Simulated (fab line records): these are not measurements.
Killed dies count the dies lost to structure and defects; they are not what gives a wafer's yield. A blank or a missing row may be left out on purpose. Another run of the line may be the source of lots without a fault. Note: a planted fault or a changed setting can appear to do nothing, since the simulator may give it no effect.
fab line records	flow nand-harc
[record] lots = 5	wafers = 15	last-day = 24
route steps=1159 shown P_ZERO_WELL@29 END@1159
lots untouched by any fault: they come from a run of this same line in which no faults occurred
start-h: the number of hours between the record's first day and the start of the first shown wafer of the lot	wait-h: time in hours since the lot's previous step	" identical to the entry in the row above	L1.1+2: a row that stands for several wafers	- no value, or no start given	* or withheld: withheld	< > ~ a bound
route shown NAME@n: a module of which the file shows steps, and the number in the route of the first	usual: mean/standard deviation of fault-free wafers	same: alike in all rows	chamber/n: place in a boat	sites: each site's reading	_std_site: how widely they spread, as a standard deviation	_edge_site: inner sites' mean taken away from outer sites' mean	radius-mm: for every site, how far away it sits from the centre of the wafer	mask NAME#n: copy n	behind: the tool/chamber that last shaped the wafer	hold: the reason the lot was held/the length of the hold in hours/how it ended	device: transistor that didn't switch, given as n, p or np	end of line: the same wafers' tests at the end of the route	a step with no rows: only its recipe	killed: the dies lost at the first sort to structure and to defects; this is not the yield of the wafer	map: shows each die of a wafer: x if killed, . if not, _ if none is there
set.NAME: the run value of the setting; set.NAME@STEP: its run value at that earlier step	model.NAME: the simulator's own value behind a step, which no gauge read
a table for each step, a row for each wafer; lots at some steps of the route
services: when a tool's chamber went out of use (start-h, in hours from the record's first day, below 0 if earlier), for how many hours, and the reason
[[steps]]
[step NHARC_P_ZERO_WELL_CD_MEAS_24]
[recipe] target-cd-nm = 720	landing-energy-ev = 500
[usual] cd-nm = 718.6/2
lot.wafer	tool	chamber	start-h	wait-h	cd-nm
L824.1	cd-sem-02	0	32.49	-	719.7
L824.3	"	0	"	"	719.3
L824.5	"	0	"	"	719.5
L827.2	cd-sem-01	0	50.45	-	713.3
L827.3	"	0	"	"	719.8
L827.4	"	0	"	"	716.9
L831.3	cd-sem-03	0	74.52	-	720.4
L831.4	"	0	"	"	717.4
L831.5	"	0	"	"	719.2
L834.1	cd-sem-03	0	92.46	-	716.6
L834.5	"	0	"	"	719.9
L834.6	"	0	"	"	717.1
L840.1	cd-sem-01	0	128.60	-	717.2
L840.4	"	0	"	"	715.7
L840.6	"	0	"	"	719.8
[step NHARC_P_ZERO_WELL_HARDBAKE_25]
[recipe] temp-c = 125	time-s = 80
[step NHARC_P_ZERO_WELL_DESCUM_26]
[recipe] time-s = 3	o2-flow-sccm = 200	ar-flow-sccm = 0	bias-power-w = 0	chemistry = O2
[usual] drypump-motor-current-A = 5.84/0.28	oes-product-au = 1.001/0.013	rf-vpp-V = 57.9/0.95	showerhead-plenum-p-Torr = 1.92/0.085	throttle-valve-pct = 11.311/0.0087
lot.wafer	tool	chamber	start-h	wait-h	drypump-motor-current-A	oes-product-au	rf-hours-counter-h	rf-vpp-V	showerhead-plenum-p-Torr	throttle-valve-pct
L824.3	rie-diel-01	0	32.65	-	6.07	0.999	5	56.2	2.01	11.306
L824.1	"	3	"	"	5.82	0.989	5	57.9	1.91	11.317
L824.5	"	0	"	"	6.09	0.996	-	58.6	2.01	11.312
L827.2	rie-diel-07	0	50.61	-	5.64	0.997	12	59.1	1.91	11.318
L827.4	"	1	"	"	5.97	1.016	12	57.4	1.84	11.307
L827.3	"	3	"	"	6.27	1.016	14	57.0	1.79	11.310
L831.4	rie-diel-09	2	74.70	-	5.71	1.006	10	57.1	1.86	11.303
L831.3	"	3	"	"	5.33	1.011	11	57.9	2.06	11.314
L831.5	"	2	"	"	5.72	0.983	-	58.4	1.86	11.314
L834.1	rie-diel-07	1	92.62	-	5.99	1.002	3	56.3	1.84	11.326
L834.6	"	1	"	"	6.02	0.998	-	57.0	1.84	11.306
L834.5	"	2	"	"	6.04	0.994	-	57.5	1.93	11.308
L840.1	rie-diel-01	0	128.77	-	6.07	1.000	10	57.0	2.01	11.308
L840.4	"	2	"	"	6.02	0.969	9	57.1	2.03	11.315
L840.6	"	3	"	"	5.84	0.998	-	57.4	1.91	11.312
[step NHARC_P_ZERO_WELL_IMPLANT_27]
[recipe] energy-kev = 600	dose-cm2 = 1e+13	tilt-deg = 7
[step NHARC_P_ZERO_WELL_IMPLANT_57]
[recipe] energy-kev = 250	dose-cm2 = 4e+12	tilt-deg = 7
[step NHARC_P_ZERO_WELL_IMPLANT_58]
[recipe] energy-kev = 100	dose-cm2 = 2e+12	tilt-deg = 7
[step NHARC_P_ZERO_WELL_STRIP_28]
[recipe] time-s = 840	temp-c = 130	chemistry = SPM
[step NHARC_P_ZERO_WELL_DEHYDRATE_29]
[recipe] temp-c = 150	time-s = 120
[step NHARC_P_ZERO_WELL_HMDS_30]
[recipe] time-s = 30
[step NHARC_P_ZERO_WELL_COAT_31]
[recipe] spin-rpm = withheld
[step NHARC_P_ZERO_WELL_SOFTBAKE_32]
[recipe] temp-c = 122	time-s = 95
[step NHARC_P_ZERO_WELL_EBR_33]
[step NHARC_P_ZERO_WELL_EXPOSE_34]
[recipe] na = 0.6	target-cd-nm = 720	dose-mj = 22.31	mask-id = P_PWELL
[usual] exposure-dose-mJ-cm2 = 22.305/0.023	stage-vel-mm-s = 500.05/0.24
lot.wafer	tool	chamber	start-h	wait-h	mask	exposure-dose-mJ-cm2	stage-vel-mm-s
L824.1	krf-scanner-01	0	33.91	-	P_PWELL#0	22.312	500.29
L824.3	"	0	"	"	P_PWELL#0	22.340	499.80
L824.5	"	0	"	"	P_PWELL#0	22.315	499.64
L827.2	krf-scanner-04	0	51.98	-	P_PWELL#0	22.292	500.14
L827.3	"	0	"	"	P_PWELL#0	22.284	500.11
L827.4	"	0	"	"	P_PWELL#0	22.290	499.84
L831.3	krf-scanner-01	0	76.03	-	P_NWELL#0	22.286	500.16
L831.4	"	0	"	"	P_NWELL#0	22.296	500.03
L831.5	"	0	"	"	P_NWELL#0	22.295	500.01
L834.1	krf-scanner-03	0	93.83	-	P_PWELL#0	22.301	499.86
L834.5	"	0	"	"	P_PWELL#0	22.291	499.69
L834.6	"	0	"	"	P_PWELL#0	22.319	500.36
L840.1	krf-scanner-03	0	130.08	-	P_PWELL#0	22.269	500.63
L840.4	"	0	"	"	P_PWELL#0	22.276	500.34
L840.6	"	0	"	"	P_PWELL#0	22.289	500.24
[step NHARC_P_ZERO_WELL_PEB_35]
[recipe] peb-temp-c = 118	peb-time-s = 85
[step NHARC_P_ZERO_WELL_DEVELOP_36]
[recipe] time-s = 70
[step NHARC_P_ZERO_WELL_CD_MEAS_37]
[recipe] target-cd-nm = 720	landing-energy-ev = 500
[usual] cd-nm = 718.7/2.4
lot.wafer	tool	chamber	start-h	wait-h	cd-nm
L824.1	cd-sem-01	0	34.06	-	718.9
L824.3	"	0	"	"	720.3
L824.5	"	0	"	"	718.0
L827.2	cd-sem-03	0	52.14	-	719.5
L827.3	"	0	"	"	719.7
L827.4	"	0	"	"	722.1
L831.3	cd-sem-03	0	76.18	-	-
L831.4	"	0	"	"	-
L831.5	"	0	"	"	-
L834.1	cd-sem-02	0	93.99	-	721.7
L834.5	"	0	"	"	716.2
L834.6	"	0	"	"	718.4
L840.1	cd-sem-02	0	130.24	-	718.2
L840.4	"	0	"	"	718.7
L840.6	"	0	"	"	719.6
[step NHARC_P_ZERO_WELL_HARDBAKE_38]
[recipe] temp-c = 125	time-s = 80
[step NHARC_END_SORT_01]
[recipe] temp-c = 25
[usual] killed-at-array = 24/8.7	killed-at-other = 0.8/1.2	killed-at-periphery = 3.6/2.3	killed-dies = 28/8.9	killed-open = 3.2/1.9	killed-short = 2.0/1.6
[same] gross-dies = 677
lot.wafer	tool	chamber	start-h	wait-h	killed-at-array	killed-at-other	killed-at-periphery	killed-dies	killed-open	killed-short
L824.1	prober-02	0	472.64	2.5	25	0	0	25	0	3
L824.3	prober-02	0	474.19	3.0	26	0	5	31	4	6
L824.5	prober-02	0	475.74	3.6	37	0	1	38	3	5
L831.3	prober-01	0	498.29	3.1	47	0	630	677	7	1
L831.4	prober-01	0	499.09	3.4	33	1	643	677	4	1
L831.5	prober-01	0	499.89	3.7	34	0	643	677	2	3
L827.2	prober-01	0	505.23	2.8	20	0	3	23	4	3
L827.3	prober-01	0	506.04	3.1	23	1	2	26	2	4
L827.4	prober-01	0	506.85	3.4	22	1	1	24	3	1
L840.1	prober-02	0	577.40	2.5	29	3	3	35	4	1
L840.4	prober-02	0	579.82	3.4	35	0	5	40	2	1
L840.6	prober-02	0	581.42	4.0	20	0	5	25	2	3
// killed by level:class
L824.1 A_CHANNEL_HOLE_D1:chamber-film-flake=8 A_STAIRCASE:chamber-film-flake=6 A_SLIT:chamber-film-flake=6 A_WL_FILL:geometric-particle:short=2 A_M0:geometric-particle:short=1 A_CONTACT:chamber-film-flake=1 A_M1:chamber-film-flake=1
L824.3 A_CHANNEL_HOLE_D1:chamber-film-flake=11 A_STAIRCASE:chamber-film-flake=4 A_SLIT:chamber-film-flake=4 A_WL_FILL:geometric-particle:short=2 P_STI:chamber-film-flake=2 P_GATE:geometric-particle:short=1 P_CONTACT:geometric-particle:short=1 P_M0:geometric-particle:open=1
L824.5 A_CHANNEL_HOLE_D1:chamber-film-flake=15 A_SLIT:chamber-film-flake=13 A_CHANNEL_FILL_D1:geometric-particle:short=2 A_SOURCE_PLATE:geometric-particle:open=1 A_WL_FILL:geometric-particle:short=1 A_BLC:geometric-particle:short=1 A_BLC:geometric-particle:open=1 A_M0:geometric-particle:short=1
L831.3 P_ZERO_WELL:area-expose=624 A_CHANNEL_HOLE_D1:chamber-film-flake=16 A_SLIT:chamber-film-flake=15 A_CONTACT:chamber-film-flake=9 A_STAIRCASE:chamber-film-flake=3 P_M0:geometric-particle:open=2 P_GATE:geometric-particle:open=1 P_M1:geometric-particle:open=1
L831.4 P_ZERO_WELL:area-expose=637 A_CHANNEL_HOLE_D1:chamber-film-flake=19 A_SLIT:chamber-film-flake=6 P_BONDPAD:chamber-film-flake=3 A_CONTACT:chamber-film-flake=3 A_WL_FILL:chamber-film-flake=2 P_GATE:geometric-particle:open=1 P_CONTACT:geometric-particle:open=1
L831.5 P_ZERO_WELL:area-expose=641 A_SLIT:chamber-film-flake=15 A_CHANNEL_HOLE_D1:chamber-film-flake=10 A_STAIRCASE:chamber-film-flake=3 P_BONDPAD:chamber-film-flake=1 A_ONON_D1:geometric-particle:open=1 A_ONON_D1:geometric-particle:short=1 A_CHANNEL_FILL_D1:geometric-particle:short=1
L827.2 A_CHANNEL_HOLE_D1:chamber-film-flake=11 A_ONON_D1:geometric-particle:open=2 A_M0:geometric-particle:short=2 A_STAIRCASE:chamber-film-flake=2 P_M2:geometric-particle:open=1 A_SOURCE_PLATE:geometric-particle:open=1 A_ONON_D1:geometric-particle:short=1 P_ZERO_WELL:chamber-film-flake=1
L827.3 A_CHANNEL_HOLE_D1:chamber-film-flake=18 P_GATE:geometric-particle:short=2 A_M0:geometric-particle:open=2 A_WL_FILL:geometric-particle:short=1 A_BLC:geometric-particle:short=1 A_STAIRCASE:chamber-film-flake=1 THIN_TSV:chamber-film-flake=1
L827.4 A_CHANNEL_HOLE_D1:chamber-film-flake=16 A_CONTACT:chamber-film-flake=2 A_ONON_D1:geometric-particle:open=1 A_ONON_D1:geometric-particle:short=1 A_CHANNEL_HOLE_D1:geometric-particle:open=1 A_CHANNEL_FILL_D1:geometric-particle:open=1 P_GATE:chamber-film-flake=1 THIN_TSV:chamber-film-flake=1
L840.1 A_CHANNEL_HOLE_D1:chamber-film-flake=16 A_STAIRCASE:chamber-film-flake=4 A_BLC:geometric-particle:open=2 P_GATE:chamber-film-flake=2 THIN_TSV:chamber-film-flake=2 A_WL_FILL:geometric-particle:short=1 A_WL_FILL:geometric-particle:open=1 A_BONDPAD:geometric-particle:open=1
L840.4 A_CHANNEL_HOLE_D1:chamber-film-flake=20 A_CHANNEL_FILL_D1:chamber-film-flake=5 A_BONDPAD:chamber-film-flake=3 P_GATE:chamber-film-flake=2 A_CONTACT:chamber-film-flake=2 A_WL_FILL:geometric-particle:short=1 A_WL_FILL:geometric-particle:open=1 A_M1:geometric-particle:open=1
L840.6 A_CHANNEL_HOLE_D1:chamber-film-flake=10 A_STAIRCASE:chamber-film-flake=4 A_CHANNEL_FILL_D1:geometric-particle:short=2 P_ZERO_WELL:chamber-film-flake=2 A_CHANNEL_FILL_D1:chamber-film-flake=2 P_CONTACT:geometric-particle:open=1 P_M0:geometric-particle:open=1 A_WL_FILL:geometric-particle:short=1
// map L831.3 (x killed, . not)
____________x____________
_________xxxxxxx_________
_______xxxxxxxxxxx_______
______xxxxxxxxxxxxx______
_____xxxxxxxxxxxxxxx_____
____xxxxxxxxxxxxxxxxx____
____xxxxxxxxxxxxxxxxx____
___xxxxxxxxxxxxxxxxxxx___
___xxxxxxxxxxxxxxxxxxx___
__xxxxxxxxxxxxxxxxxxxxx__
__xxxxxxxxxxxxxxxxxxxxx__
_xxxxxxxxxxxxxxxxxxxxxxx_
_xxxxxxxxxxxxxxxxxxxxxxx_
_xxxxxxxxxxxxxxxxxxxxxxx_
_xxxxxxxxxxxxxxxxxxxxxxx_
_xxxxxxxxxxxxxxxxxxxxxxx_
xxxxxxxxxxxxxxxxxxxxxxxxx
xxxxxxxxxxxxxxxxxxxxxxxxx
xxxxxxxxxxxxxxxxxxxxxxxxx
xxxxxxxxxxxxxxxxxxxxxxxxx
xxxxxxxxxxxxxxxxxxxxxxxxx
_xxxxxxxxxxxxxxxxxxxxxxx_
_xxxxxxxxxxxxxxxxxxxxxxx_
_xxxxxxxxxxxxxxxxxxxxxxx_
_xxxxxxxxxxxxxxxxxxxxxxx_
_xxxxxxxxxxxxxxxxxxxxxxx_
__xxxxxxxxxxxxxxxxxxxxx__
__xxxxxxxxxxxxxxxxxxxxx__
___xxxxxxxxxxxxxxxxxxx___
___xxxxxxxxxxxxxxxxxxx___
____xxxxxxxxxxxxxxxxx____
____xxxxxxxxxxxxxxxxx____
_____xxxxxxxxxxxxxxx_____
______xxxxxxxxxxxxx______
_______xxxxxxxxxxx_______
_________xxxxxxx_________
____________x____________
// map L824.5 (x killed, . not)
____________.____________
_________.x....._________
_______...xx......_______
______..xx..x......______
_____.....x........._____
____...x.xxx.........____
____......xxx........____
___......x............___
___...................___
__.........x...........__
__............xx.......__
_...........x..x........_
_........x.....x........_
_............xxx........_
_...........x....x......_
_............x....x....._
.........x....x...x......
.........................
x...............x........
.........................
.........................
_......................._
_......................._
_......................._
_......................._
_......x................_
__.....................__
__.....................__
___.............x.....___
___...................___
____...x..x..........____
____.................____
_____..............._____
______.............______
_______..........._______
_________......._________
____________.____________
[[services]]
tool	chamber	start-h	hours	kind
rie-diel-09	-	9.60	0.7	repair
rie-diel-07	2	15.70	7.7	repair
rie-diel-01	0	18.82	-	clean
rie-diel-01	1	18.82	-	clean
krf-scanner-04	-	27.53	0.4	repair
rie-diel-01	2	34.16	6.6	repair
krf-scanner-03	-	37.62	0.5	repair
rie-diel-09	1	42.56	4.5	repair
rie-diel-07	3	43.39	5.4	repair
rie-diel-01	2	43.56	7.0	repair
krf-scanner-03	-	49.36	4.2	repair
rie-diel-07	-	51.20	9.0	pm
krf-scanner-04	-	56.90	0.2	repair
rie-diel-07	0	76.63	3.3	repair
rie-diel-09	-	77.10	9.0	pm
krf-scanner-03	-	78.67	0.6	repair
krf-scanner-01	-	84.00	4.0	pm
rie-diel-01	2	95.14	6.2	repair
rie-diel-07	3	100.00	7.4	repair
krf-scanner-03	-	106.50	0.4	repair
rie-diel-07	1	109.51	13.7	repair
rie-diel-07	0	112.30	3.6	repair
rie-diel-07	2	123.05	2.3	repair
krf-scanner-04	-	126.00	4.0	pm
[[key]]
[first-sign] step = NHARC_P_ZERO_WELL_EXPOSE_34	reading = mask	direction = changed
[effect] step = NHARC_P_ZERO_WELL_CD_MEAS_37	reading = cd-nm	direction = missing
[effect] step = NHARC_END_SORT_01	reading = killed-at-periphery	direction = up	sigmas = 99+	usual = 3.6	struck = 638.7
[more-kills-born-at] NHARC_P_ZERO_WELL_EXPOSE_34@krf-scanner-01 = 1902
met-at NHARC_P_ZERO_WELL_EXPOSE_34
struck-wafers L831.3,L831.4,L831.5
later-rows-left-out L831.3,L831.4,L831.5
tester-left-out L831
onset-between 33.91 76.03
[fault] kind = wrong-mask	tool = any	chamber = -	onset-h = 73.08	steps = NHARC_P_ZERO_WELL_EXPOSE_34	aux-copy = P_NWELL#0	scope = struck-lots-only
// tester-left-out: of these lots the tester's yield and bins aren't shown, on N5 and GAA mostly nor the transistor test; their killed dies are dies lost to structure and defects alone, not to doping, threshold or leakage, so they don't give the yield
// later-rows-left-out: the simulator's readings of these wafers behind a module that went badly wrong aren't trusted and aren't shown, but for the sort
